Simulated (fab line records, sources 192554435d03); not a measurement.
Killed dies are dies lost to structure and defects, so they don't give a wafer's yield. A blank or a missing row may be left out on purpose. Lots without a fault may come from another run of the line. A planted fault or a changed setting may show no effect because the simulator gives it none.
fab line records | flow n5_finfet
record lots=7 wafers=21
route steps=1938 shown GATE_CUT@484 MOL_CONTACT_COAG@559 BEOL_M0_SAQP@643 BEOL_M0@715 BEOL_M1@800
start_h: hours from the record's first day to the start of the lot's first wafer shown | wait_h: hours since the lot's step before | " the same as in the row above | L1.1+2: a row that stands for several wafers | - no value, or no start given | * or withheld: withheld | < > ~ a bound
route shown NAME@n: a module of which the file shows steps, and the number in the route of the first | usual: mean/standard deviation of fault-free wafers | same: alike in all rows | chamber/n: place in a boat | sites: the reading at each site | _std_site: their standard deviation | _edge_site: outer sites' mean less inner sites' | radius_mm: how far each site lies from the wafer's centre | mask NAME#n: copy n | behind: the tool/chamber that last shaped the wafer | hold: why the lot was held/for how many hours/how that ended | device: the transistor (n, p or np) that didn't switch | end of line: the same wafers' tests at the end of the route | a step without rows: its recipe alone | killed: dies lost to structure and defects at the first sort, not the wafer's yield | map: a wafer's dies, x killed, . not, _ none there
set.NAME: the setting as run; set.NAME@STEP: as run at that earlier step | model.NAME: the simulator's own value behind a step, which no gauge read
lots whose settings were changed on purpose; a table a step, a row a wafer
## steps
# step N5_GATE_CUT_EXPOSE_10
# recipe mask_id=GATE_CUT na=0.33 source_shape=annular sigma_inner=0.35 sigma_outer=0.8 polarization=unpolarized target_cd_nm=20 dose_mj=43.25
# columns lot.wafer tool chamber start_h wait_h mask set.dose_mj
L074.1+3+5 euv_scanner-01 0 84.24 - GATE_CUT#0 43.25
L076.2 euv_scanner-01 0 95.15 - GATE_CUT#0 43.25
L076.3+5 " 0 " " GATE_CUT#0 41.14
L082.4 euv_scanner-01 0 134.08 - GATE_CUT#0 43.25
L082.5+6 " 0 " " GATE_CUT#0 45.82
L083.1+3 euv_scanner-01 0 137.17 - GATE_CUT#0 43.25
L083.5 " 0 " " GATE_CUT#0 40.24
L084.2+3 euv_scanner-01 0 149.76 - GATE_CUT#0 43.25
L084.4 " 0 " " GATE_CUT#0 45.37
L088.1 euv_scanner-01 0 167.13 - GATE_CUT#0 43.25
L088.2+3 " 0 " " GATE_CUT#0 46.42
L090.1 euv_scanner-02 0 179.26 - GATE_CUT#0 46.31
L090.2+4 " 0 " " GATE_CUT#0 43.25
# step N5_GATE_CUT_PEB_11
# recipe peb_temp_c=100 peb_time_s=60 resist=CAR-EUV
# step N5_GATE_CUT_DEVELOP_12
# recipe develop_time_s=30 developer=TMAH resist=CAR-EUV rinse_liquid=surfactant_rinse dry=air_spin dev_temp_c=23
# step N5_GATE_CUT_CD_MEAS_13
# recipe target_cd_nm=20 landing_energy_ev=500 detector=se_inlens
# usual cd_nm=20.05/0.25
# columns lot.wafer tool chamber start_h wait_h set.dose_mj@GATE_CUT_EXPOSE_10 cd_nm
L074.1 cd_sem-03 0 84.37 - 43.25 20.00
L074.3 " 0 " " 43.25 19.45
L074.5 " 0 " " 43.25 19.94
L076.2 cd_sem-02 0 95.27 - 43.25 19.91
L076.3 " 0 " " 41.14 18.95
L076.5 " 0 " " 41.14 18.54
L082.4 cd_sem-02 0 134.19 - 43.25 19.75
L082.5 " 0 " " 45.82 21.14
L082.6 " 0 " " 45.82 21.25
L083.1 cd_sem-01 0 137.30 - 43.25 19.50
L083.3 " 0 " " 43.25 19.57
L083.5 " 0 " " 40.24 18.15
L084.2 cd_sem-03 0 149.89 - 43.25 20.22
L084.3 " 0 " " 43.25 20.18
L084.4 " 0 " " 45.37 21.14
L088.1 cd_sem-02 0 167.26 - 43.25 19.96
L088.2 " 0 " " 46.42 21.44
L088.3 " 0 " " 46.42 21.80
L090.1 cd_sem-03 0 179.40 - 46.31 21.54
L090.2 " 0 " " 43.25 20.29
L090.4 " 0 " " 43.25 19.95
# step N5_GATE_CUT_DESCUM_18
# recipe chemistry=O2 time_s=7 source_power_w=50 bias_power_w=20 pressure_mtorr=20 rf_frequency_hz=2.712e+07 temp_c=40 resist=CAR-EUV o2_flow_sccm=225
# columns lot.wafer tool chamber start_h wait_h set.dose_mj@GATE_CUT_EXPOSE_10 model.GATE_CUT.cd_nm
L074.1+3 rie_diel-02 2,3 85.62 1.2 43.25 19.8
L074.5 " 0 " " 43.25 19.6
L076.2 rie_diel-03 1 95.39 0.0 43.25 19.8
L076.3 " 3 " " 41.14 18.8
L076.5 " 3 " " 41.14 18.6
L082.4 rie_diel-04 3 134.31 0.0 43.25 19.8
L082.5 " 3 " " 45.82 21.4
L082.6 " 0 " " 45.82 21.2
L083.1 rie_diel-03 3 137.69 0.3 43.25 19.8
L083.3 " 2 " " 43.25 20
L083.5 " 1 " " 40.24 18.2
L084.2+3 rie_diel-02 1,0 150.30 0.3 43.25 20.2
L084.4 " 3 " " 45.37 21.2
L088.1 rie_diel-02 1 167.62 0.3 43.25 20.2
L088.2 " 3 " " 46.42 21.4
L088.3 " 2 " " 46.42 21.6
L090.1 rie_diel-03 0 179.52 0.0 46.31 21.4
L090.2 " 3 " " 43.25 19.8
L090.4 " 2 " " 43.25 20
# step N5_GATE_CUT_ETCH_28
# recipe chemistry=N2/H2 target=underlayer target_depth_a=130 mask_material=CAR-EUV time_s=10.4 ion_energy_ev=200 pressure_mtorr=30 source_w=840 bias_w=150 n2_flow_sccm=200 h2_flow_sccm=200 ends=cleared
# columns lot.wafer tool chamber start_h wait_h set.dose_mj@GATE_CUT_EXPOSE_10 model.GATE_CUT.cd_nm
L074.1+3 rie_diel-02 2,3 85.66 0.0 43.25 19.8
L074.5 " 0 " " 43.25 19.6
L076.2 rie_diel-03 1 95.43 0.0 43.25 19.8
L076.3 " 3 " " 41.14 18.8
L076.5 " 3 " " 41.14 18.6
L082.4 rie_diel-04 3 134.34 0.0 43.25 20
L082.5 " 3 " " 45.82 21.4
L082.6 " 0 " " 45.82 21.2
L083.1 rie_diel-03 3 137.73 0.0 43.25 19.8
L083.3 " 2 " " 43.25 20
L083.5 " 1 " " 40.24 18.2
L084.2+3 rie_diel-02 1,0 150.33 0.0 43.25 20.2
L084.4 " 3 " " 45.37 21.2
L088.1 rie_diel-02 1 167.65 0.0 43.25 20.4
L088.2+3 " 3,2 " " 46.42 21.6
L090.1 rie_diel-03 0 179.55 0.0 46.31 21.6
L090.2+4 " 3,2 " " 43.25 20
# step N5_GATE_CUT_ETCH_36
# recipe chemistry=CF4 target=SiARC target_depth_a=130 mask_material=CAR-EUV time_s=21.7 ion_energy_ev=80 pressure_mtorr=40 source_w=545 bias_w=36 Ar_flow_sccm=100 cf4_flow_sccm=100 ends=cleared
# columns lot.wafer tool chamber start_h wait_h set.spin_rpm@GATE_CUT_COAT_35 model.CAR-EUV_of_GATE_CUT_COAT_07.thk_nm model.etch.depth_nm
L074.1 rie_diel-02 2 85.68 0.0 1500 6.8 9.938
L074.3 " 3 " " 1500 7 9.98
L074.5 " 0 " " 1500 6.8 10
L076.2 rie_diel-03 1 95.45 0.0 1604 7 9.626
L076.3 " 3 " " 1604 7 9.658
L076.5 " 3 " " 1500 6.6 9.964
L082.4 rie_diel-04 3 134.36 0.0 1612 7.2 9.654
L082.5 " 3 " " 1500 6.8 10.03
L082.6 " 0 " " 1612 7.2 9.66
L083.1 rie_diel-03 3 137.75 0.0 1500 6.8 9.984
L083.3 " 2 " " 1500 6.8 9.943
L083.5 " 1 " " 1500 6.8 9.959
L084.2 rie_diel-02 1 150.35 0.0 1347 6.4 10.55
L084.3 " 0 " " 1500 6.8 10.03
L084.4 " 3 " " 1347 6.6 10.59
L088.1 rie_diel-02 1 167.67 0.0 1500 7 9.993
L088.2 " 3 " " 1500 7 9.974
L088.3 " 2 " " 1598 7.2 9.687
L090.1 rie_diel-03 0 179.57 0.0 1500 7 9.998
L090.2+4 " 3,2 " " 1500 6.8 10
# step N5_GATE_CUT_ETCH_37
# recipe chemistry=N2/H2 target=SOC target_depth_a=600 overetch_a=120 mask_material=SiARC temp_c=40 time_s=90 ion_energy_ev=200 pressure_mtorr=30 source_w=840 bias_w=150 n2_flow_sccm=200 h2_flow_sccm=200
# columns lot.wafer tool chamber start_h wait_h set.dose_mj@GATE_CUT_EXPOSE_10 model.GATE_CUT.cd_nm
L074.1+3+5 rie_diel-02 2,3,0 85.70 0.0 43.25 19.8
L076.2 rie_diel-03 1 95.47 0.0 43.25 19.8
L076.3 " 3 " " 41.14 18.8
L076.5 " 3 " " 41.14 18.6
L082.4 rie_diel-04 3 134.39 0.0 43.25 20
L082.5+6 " 3,0 " " 45.82 21.4
L083.1 rie_diel-03 3 137.77 0.0 43.25 19.6
L083.3 " 2 " " 43.25 20.2
L083.5 " 1 " " 40.24 18.2
L084.2 rie_diel-02 1 150.38 0.0 43.25 20.2
L084.3 " 0 " " 43.25 20.4
L084.4 " 3 " " 45.37 21.2
L088.1 rie_diel-02 1 167.70 0.0 43.25 20.2
L088.2+3 " 3,2 " " 46.42 21.4
L090.1 rie_diel-03 0 179.60 0.0 46.31 21.4
L090.2 " 3 " " 43.25 20
L090.4 " 2 " " 43.25 20.2
# step N5_MOL_CONTACT_COAG_ALD_27
# recipe material=SiOC target_thk_a=170 temp_c=400 ald_precursor_family=carbosiloxane ald_co_reactant=H2-plasma pulse_time_s=1.5 time_s=2720 purge_time_s=2 co_reactant_purge_time_s=2 ald_cycles=340 pressure_torr=2
# columns lot.wafer tool chamber start_h wait_h set.ald_cycles model.SiOC_of_MOL_CONTACT_COAG_ALD_27.thk_nm
L074.1+3+5 ald_sin-03 1,0,2 96.62 0.3 340 17
L076.2 ald_sin-03 3 106.44 0.0 323 16
L076.3+5 " 0,1 " " 323 16.2
L082.4 ald_sin-04 0 144.59 0.0 305 15.2
L082.5+6 " 3,0 " " 340 17
L083.1+3+5 ald_sin-03 1,2,3 150.65 0.0 340 17
L084.2 ald_sin-02 3 164.50 0.0 340 16.8
L084.3+4 " 1,0 " " 357 17.8
L088.1 ald_sin-02 0 176.75 0.0 374 18.6
L088.2+3 " 1,3 " " 374 18.8
L090.1 ald_sin-04 0 191.11 0.0 340 17
L090.2+4 " 1,2 " " 372 18.6
# step N5_MOL_CONTACT_COAG_ALD_123
# recipe material=SiNx target_thk_a=50 temp_c=400 ald_precursor_family=SiH2I2 ald_co_reactant=N2/H2-plasma pulse_time_s=1 purge_time_s=2 co_reactant_purge_time_s=2 ald_cycles=100 pressure_torr=2
# columns lot.wafer tool chamber start_h wait_h set.ald_cycles model.SiNx_of_MOL_CONTACT_COAG_ALD_123.thk_nm
L074.1+3+5 ald_sin-04 2,3,2 99.46 1.0 100 5
L076.2+5 ald_sin-02 1,2 108.35 0.0 100 5
L076.3 " 3 " " 85 4.2
L082.4+5+6 ald_sin-03 3,0,3 146.49 0.0 100 5
L083.1+3+5 ald_sin-04 0,2,0 152.55 0.0 100 5
L084.2+3 ald_sin-04 0,2 167.16 0.7 100 5
L084.4 " 2 " " 104 5.2
L088.1+2 ald_sin-03 2,3 178.82 0.2 85 4.2
L088.3 " 0 " " 100 5
L090.1+2 ald_sin-02 2,0 193.24 0.3 104 5.2
L090.4 " 3 " " 100 5
# step N5_MOL_CONTACT_COAG_ETCHBACK_136
# recipe chemistry=CHF3 target=SiO2 target_depth_a=250 time_s=16.7 ion_energy_ev=200 pressure_mtorr=30 source_w=610 bias_w=170 Ar_flow_sccm=200 CHF3_flow_sccm=50
# columns lot.wafer tool chamber start_h wait_h set.target_depth_a model.SOC_of_MOL_CONTACT_COAG_COAT_62.thk_nm
L074.1+3+5 rie_diel-05 3,1,2 102.59 0.0 250 57.2
L076.2 rie_diel-06 1 111.23 0.0 250 57.4
L076.3+5 " 3,0 " " 250 57.2
L082.4+6 rie_diel-01 0,2 149.57 0.0 218.7 57.6
L082.5 " 1 " " 250 57.2
L083.1 rie_diel-01 0 156.31 0.0 266.1 57
L083.3 " 3 " " 250 57.4
L083.5 " 0 " " 266.1 57.2
L084.2+3+4 rie_diel-06 2,1,2 170.28 0.0 236.6 57.4
L088.1 rie_diel-01 0 182.20 0.0 233.4 57.6
L088.2 " 2 " " 250 57.4
L088.3 " 1 " " 233.4 57.4
L090.1 rie_diel-01 3 196.14 0.0 217.8 57.6
L090.2 " 1 " " 250 57.2
L090.4 " 0 " " 217.8 57.8
# step N5_MOL_CONTACT_COAG_STRIP_120
# recipe chemistry=CHF3 resist=SiARC rf_frequency_hz=6e+07
# step N5_MOL_CONTACT_COAG_VIA_ETCH_117
# recipe chemistry=C4F6/O2 target_depth_a=400 overetch_a=80 mask_material=SOC target=SiO2 bias_w=455 pressure_mtorr=10 time_s=26 source_w=325 Ar_flow_sccm=300 C4F6_flow_sccm=10 O2_flow_sccm=10 ion_energy_ev=575.3 ends=end_point
# columns lot.wafer tool chamber start_h wait_h set.target_depth_a@MOL_CONTACT_COAG_ETCHBACK_136 model.MOL_CONTACT_COAG.feature_depth_nm model.etch.depth_nm
L074.1 rie_diel-05 3 102.62 0.0 250 39.8 39.87
L074.3 " 1 " " 250 39.6 39.6
L074.5 " 2 " " 250 39.4 39.39
L076.2 rie_diel-06 1 111.26 0.0 250 40.8 40.8
L076.3 " 3 " " 250 40.4 40.34
L076.5 " 0 " " 250 40.2 40.16
L082.4 rie_diel-01 0 149.60 0.0 218.7 42.8 42.81
L082.5 " 1 " " 250 39.6 39.57
L082.6 " 2 " " 218.7 42.6 42.56
L083.1 rie_diel-01 0 156.34 0.0 266.1 38 38
L083.3 " 3 " " 250 39.8 39.78
L083.5 " 0 " " 266.1 37.8 37.89
L084.2 rie_diel-06 2 170.32 0.0 236.6 41 41.04
L084.3 " 1 " " 236.6 41.8 41.74
L084.4 " 2 " " 236.6 41 40.96
L088.1 rie_diel-01 0 182.23 0.0 233.4 41.4 41.48
L088.2 " 2 " " 250 39.4 39.42
L088.3 " 1 " " 233.4 41.6 41.59
L090.1 rie_diel-01 3 196.18 0.0 217.8 43.4 43.32
L090.2 " 1 " " 250 39.6 39.56
L090.4 " 0 " " 217.8 43 42.91
# step N5_MOL_CONTACT_COAG_ETCH_124
# recipe chemistry=CH3F/O2 target=SiNx target_depth_a=65 mask_material=SOC stop_on=SiOC over_etch_frac=0.3 ion_energy_ev=120 pressure_mtorr=30 source_w=395 bias_w=73 Ar_flow_sccm=150 CH3F_flow_sccm=30 O2_flow_sccm=20 ends=end_point
# columns lot.wafer tool chamber start_h wait_h set.ald_cycles@MOL_CONTACT_COAG_ALD_123 model.etch.depth_nm
L074.1 rie_diel-05 3 102.65 0.0 100 5.024
L074.3 " 1 " " 100 5.031
L074.5 " 2 " " 100 5.052
L076.2 rie_diel-06 1 111.29 0.0 100 5.016
L076.3 " 3 " " 85 4.256
L076.5 " 0 " " 100 5.008
L082.4 rie_diel-01 0 149.63 0.0 100 4.974
L082.5 " 1 " " 100 4.971
L082.6 " 2 " " 100 4.952
L083.1 rie_diel-01 0 156.37 0.0 100 5.003
L083.3 " 3 " " 100 5.019
L083.5 " 0 " " 100 4.994
L084.2 rie_diel-06 2 170.34 0.0 100 4.939
L084.3 " 1 " " 100 4.954
L084.4 " 2 " " 104 5.175
L088.1 rie_diel-01 0 182.26 0.0 85 4.231
L088.2 " 2 " " 85 4.224
L088.3 " 1 " " 100 4.984
L090.1 rie_diel-01 3 196.21 0.0 104 5.168
L090.2 " 1 " " 104 5.169
L090.4 " 0 " " 100 4.965
# step N5_MOL_CONTACT_COAG_CVD_140
# recipe material=W target_thk_a=665 mode=selective_fill temp_c=300 time_s=215
# columns lot.wafer tool chamber start_h wait_h set.target_thk_a model.W_of_MOL_CONTACT_COAG_CVD_140.thk_nm
L074.1 cvd_w-01 1 103.10 0.1 665 66.2
L074.3 " 1 " " 665 67
L074.5 " 1 " " 665 66.8
L076.2 cvd_w-02 1 111.75 0.1 665 65.8
L076.3 " 0 " " 596.7 60
L076.5 " 1 " " 665 65.6
L082.4 cvd_w-01 1 150.17 0.1 665 66.4
L082.5 " 1 " " 665 66.6
L082.6 " 0 " " 588.1 59.4
L083.1 cvd_w-01 1 156.82 0.1 665 67
L083.3 " 1 " " 602 60.8
L083.5 " 0 " " 665 66.8
L084.2 cvd_w-01 1 170.80 0.1 608.8 62
L084.3 " 1 " " 665 67.2
L084.4 " 0 " " 608.8 61.4
L088.1 cvd_w-02 1 182.72 0.1 688.1 67.6
L088.2 " 0 " " 665 66.6
L088.3 " 0 " " 665 66
L090.1+4 cvd_w-02 1 196.66 0.1 665 66.4
L090.2 " 0 " " 665 65.8
# step N5_BEOL_M0_SAQP_COAT_08
# recipe resist=CAR-ArF spin_rpm=1500 resist_thk_nm=90
# columns lot.wafer tool chamber start_h wait_h set.spin_rpm model.CAR-ArF_of_BEOL_M0_SAQP_COAT_08.thk_nm
L074.1+3+5 litho_track-05 0 - - 1500 90.4
L076.2+3+5 litho_track-02 0 - - 1500 90.2
L082.4+5 litho_track-02 0 - - 1500 90
L082.6 " 0 " " 1500 89.8
L083.1 litho_track-05 0 - - 1580 87.6
L083.3 " 0 " " 1500 89.8
L083.5 " 0 " " 1500 90
L084.2+3 litho_track-01 0 - - 1500 90
L084.4 " 0 " " 1500 90.2
L088.1 litho_track-05 0 - - 1608 86.8
L088.2+3 " 0 " " 1500 89.8
L090.1 litho_track-05 0 - - 1554 88.2
L090.2 " 0 " " 1500 90
L090.4 " 0 " " 1500 89.8
# step N5_BEOL_M0_SAQP_DESCUM_19
# recipe chemistry=O2 time_s=7.9 source_power_w=50 bias_power_w=20 pressure_mtorr=20 rf_frequency_hz=2.712e+07 temp_c=40 resist=CAR-ArF o2_flow_sccm=225
# columns lot.wafer tool chamber start_h wait_h set.time_s set.spin_rpm@BEOL_M0_SAQP_COAT_08 model.CAR-ArF_of_BEOL_M0_SAQP_COAT_08.thk_nm
L074.1+3 rie_diel-02 2,3 130.68 0.1 7.9 1500 83.8
L074.5 " 2 " " 7.9 1500 84
L076.2 rie_diel-02 2 130.98 0.2 7.9 1500 83.6
L076.3 " 1 " " 6.571 1500 84.4
L076.5 " 3 " " 6.571 1500 84.6
L082.4+5 rie_diel-02 2,0 158.55 0.2 6.534 1500 84.4
L082.6 " 1 " " 7.9 1500 83.2
L083.1 rie_diel-02 0 164.43 0.0 7.9 1580 81
L083.3 " 2 " " 7.9 1500 83.2
L083.5 " 3 " " 7.033 1500 84
L084.2+3 rie_diel-04 0,3 176.67 0.5 7.9 1500 83.4
L084.4 " 1 " " 6.889 1500 84.2
L088.1 rie_diel-03 3 191.66 0.0 7.9 1608 80.2
L088.2 " 0 " " 9.529 1500 82.4
L088.3 " 1 " " 7.9 1500 83.2
L090.1 rie_diel-03 2 202.31 0.0 8.988 1554 81
L090.2 " 1 " " 8.988 1500 82.6
L090.4 " 0 " " 7.9 1500 83.4
# step N5_BEOL_M0_SAQP_ETCH_83
# recipe chemistry=CF4 target=SiARC target_depth_a=390 mask_material=CAR-ArF time_s=65 ion_energy_ev=80 pressure_mtorr=40 source_w=545 bias_w=36 Ar_flow_sccm=100 cf4_flow_sccm=100 ends=cleared
# columns lot.wafer tool chamber start_h wait_h set.spin_rpm@BEOL_M0_SAQP_COAT_08 set.time_s@BEOL_M0_SAQP_DESCUM_19 model.CAR-ArF_of_BEOL_M0_SAQP_COAT_08.thk_nm
L074.1+3+5 rie_diel-02 2,3,2 130.72 0.0 1500 7.9 56
L076.2 rie_diel-02 2 131.01 0.0 1500 7.9 55.8
L076.3 " 1 " " 1500 6.571 56.6
L076.5 " 3 " " 1500 6.571 56.8
L082.4+5 rie_diel-02 2,0 158.59 0.0 1500 6.534 56.4
L082.6 " 1 " " 1500 7.9 55.2
L083.1 rie_diel-02 0 164.47 0.0 1580 7.9 53
L083.3 " 2 " " 1500 7.9 55.4
L083.5 " 3 " " 1500 7.033 56
L084.2 rie_diel-04 0 176.71 0.0 1500 7.9 55.6
L084.3 " 3 " " 1500 7.9 55.4
L084.4 " 1 " " 1500 6.889 56.2
L088.1 rie_diel-03 3 191.70 0.0 1608 7.9 52.2
L088.2 " 0 " " 1500 9.529 54.4
L088.3 " 1 " " 1500 7.9 55.2
L090.1 rie_diel-03 2 202.34 0.0 1554 8.988 53
L090.2 " 1 " " 1500 8.988 54.8
L090.4 " 0 " " 1500 7.9 55.4
# step N5_BEOL_M0_ETCH_138
# recipe chemistry=CH3F/O2 target_depth_a=120 target=SiCN time_s=31.6 ion_energy_ev=120 pressure_mtorr=30 source_w=395 bias_w=75 Ar_flow_sccm=150 CH3F_flow_sccm=30 O2_flow_sccm=20 ends=cleared
# usual rf_vpp_V=297.6/1.5
# columns lot.wafer tool chamber start_h wait_h set.source_w rf_vpp_V
L074.1 rie_diel-01 3 139.15 0.0 395 300.2
L074.3 " 0 " " 395 297.3
L074.5 " 3 " " 395 296.7
L076.2 rie_diel-05 3 141.67 0.0 428.7 290.7
L076.3 " 0 " " 428.7 289.9
L076.5 " 2 " " 395 297.0
L082.4 rie_diel-06 1 164.07 0.0 395 296.6
L082.5 " 3 " " 441.8 287.9
L082.6 " 2 " " 441.8 288.6
L083.1 rie_diel-05 2 170.13 0.0 330.9 313.7
L083.3 " 1 " " 395 295.7
L083.5 " 1 " " 395 295.6
L084.2 rie_diel-01 3 183.93 0.0 337 314.7
L084.3 " 2 " " 395 298.1
L084.4 " 1 " " 337 313.5
L088.1 rie_diel-06 1 197.85 0.0 395 295.4
L088.2 " 2 " " 423.3 292.9
L088.3 " 3 " " 395 298.2
L090.1 rie_diel-06 0 209.38 0.0 395 296.8
L090.2 " 1 " " 395 294.7
L090.4 " 2 " " 395 299.1
# step N5_BEOL_M1_TRENCH_ETCH_37
# recipe chemistry=C4F6/O2 target_depth_a=552.07 target=SiOC time_s=29 ion_energy_ev=250 pressure_mtorr=30 source_w=355 bias_w=185 Ar_flow_sccm=300 C4F6_flow_sccm=10 O2_flow_sccm=10
# usual rf_vpp_V=663/13
# columns lot.wafer tool chamber start_h wait_h set.source_w rf_vpp_V
L074.1 rie_diel-02 3 - - 355 688
L074.3 " 2 " " 355 676
L074.5 " 2 " " 355 676
L076.2 rie_diel-04 0 - - 374 655
L076.3 " 2 " " 374 639
L076.5 " 2 " " 355 655
L082.4 rie_diel-04 1 - - 355 654
L082.5 " 0 " " 355 673
L082.6 " 3 " " 355 665
L083.1 rie_diel-03 0 - - 291.6 737
L083.3 " 1 " " 355 642
L083.5 " 1 " " 291.6 710
L084.2 rie_diel-02 2 - - 355 675
L084.3 " 0 " " 355 651
L084.4 " 2 " " 355 677
L088.1 rie_diel-04 1 - - 335.3 674
L088.2 " 0 " " 335.3 694
L088.3 " 2 " " 355 655
L090.1 rie_diel-04 0 - - 385.3 646
L090.2 " 3 " " 355 664
L090.4 " 2 " " 385.3 628
## key
split step=N5_GATE_CUT_EXPOSE_10 setting=dose_mj stated=43.25 by=wafer
response step=N5_GATE_CUT_CD_MEAS_13 reading=cd_nm change=+0.215 per=1% r=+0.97
response step=N5_GATE_CUT_DESCUM_18 reading=model.GATE_CUT.cd_nm change=+0.217 per=1% r=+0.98
response step=N5_GATE_CUT_ETCH_28 reading=model.GATE_CUT.cd_nm change=+0.212 per=1% r=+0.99
response step=N5_GATE_CUT_ETCH_37 reading=model.GATE_CUT.cd_nm change=+0.204 per=1% r=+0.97
split step=N5_MOL_CONTACT_COAG_ALD_27 setting=ald_cycles stated=340 by=wafer
response step=N5_MOL_CONTACT_COAG_ALD_27 reading=model.SiOC_of_MOL_CONTACT_COAG_ALD_27.thk_nm change=+0.176 per=1% r=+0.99
split step=N5_MOL_CONTACT_COAG_ALD_123 setting=ald_cycles stated=100 by=wafer
response step=N5_MOL_CONTACT_COAG_ALD_123 reading=model.SiNx_of_MOL_CONTACT_COAG_ALD_123.thk_nm change=+0.0531 per=1% r=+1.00
response step=N5_MOL_CONTACT_COAG_ETCH_124 reading=model.etch.depth_nm change=+0.0507 per=1% r=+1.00
split step=N5_MOL_CONTACT_COAG_ETCHBACK_136 setting=target_depth_a stated=250 by=wafer
response step=N5_MOL_CONTACT_COAG_ETCHBACK_136 reading=model.SOC_of_MOL_CONTACT_COAG_COAT_62.thk_nm change=-0.0344 per=1% r=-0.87
response step=N5_MOL_CONTACT_COAG_VIA_ETCH_117 reading=model.MOL_CONTACT_COAG.feature_depth_nm change=-0.273 per=1% r=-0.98
response step=N5_MOL_CONTACT_COAG_VIA_ETCH_117 reading=model.etch.depth_nm change=-0.271 per=1% r=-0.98
split step=N5_MOL_CONTACT_COAG_CVD_140 setting=target_thk_a stated=665 by=wafer
response step=N5_MOL_CONTACT_COAG_CVD_140 reading=model.W_of_MOL_CONTACT_COAG_CVD_140.thk_nm change=+0.605 per=1% r=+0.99
split step=N5_BEOL_M0_SAQP_COAT_08 setting=spin_rpm stated=1500 by=wafer
response step=N5_BEOL_M0_SAQP_COAT_08 reading=model.CAR-ArF_of_BEOL_M0_SAQP_COAT_08.thk_nm change=-0.429 per=1% r=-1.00
response step=N5_BEOL_M0_SAQP_ETCH_83 reading=model.CAR-ArF_of_BEOL_M0_SAQP_COAT_08.thk_nm change=-0.436 per=1% r=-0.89
response step=N5_BEOL_M0_SAQP_DESCUM_19 reading=model.CAR-ArF_of_BEOL_M0_SAQP_COAT_08.thk_nm slope=-0.439 per=1% together_with=time_s@BEOL_M0_SAQP_DESCUM_19 explained=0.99
split step=N5_BEOL_M0_SAQP_DESCUM_19 setting=time_s stated=7.9 by=wafer
response step=N5_BEOL_M0_SAQP_DESCUM_19 reading=model.CAR-ArF_of_BEOL_M0_SAQP_COAT_08.thk_nm slope=-0.0563 per=1% together_with=spin_rpm@BEOL_M0_SAQP_COAT_08 explained=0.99
response step=N5_BEOL_M0_SAQP_ETCH_83 reading=model.CAR-ArF_of_BEOL_M0_SAQP_COAT_08.thk_nm slope=-0.0539 per=1% together_with=spin_rpm@BEOL_M0_SAQP_COAT_08 explained=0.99
split step=N5_BEOL_M0_ETCH_138 setting=source_w stated=395 by=wafer
response step=N5_BEOL_M0_ETCH_138 reading=rf_vpp_V change=-0.958 per=1% r=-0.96
split step=N5_BEOL_M1_TRENCH_ETCH_37 setting=source_w stated=355 by=wafer
response step=N5_BEOL_M1_TRENCH_ETCH_37 reading=rf_vpp_V change=-4.16 per=1% r=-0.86
split outside_this_file step=N5_GATE_CUT_COAT_35 setting=spin_rpm
# split outside_this_file: this setting was split too, and the file shows its column; the key of that split is in another file
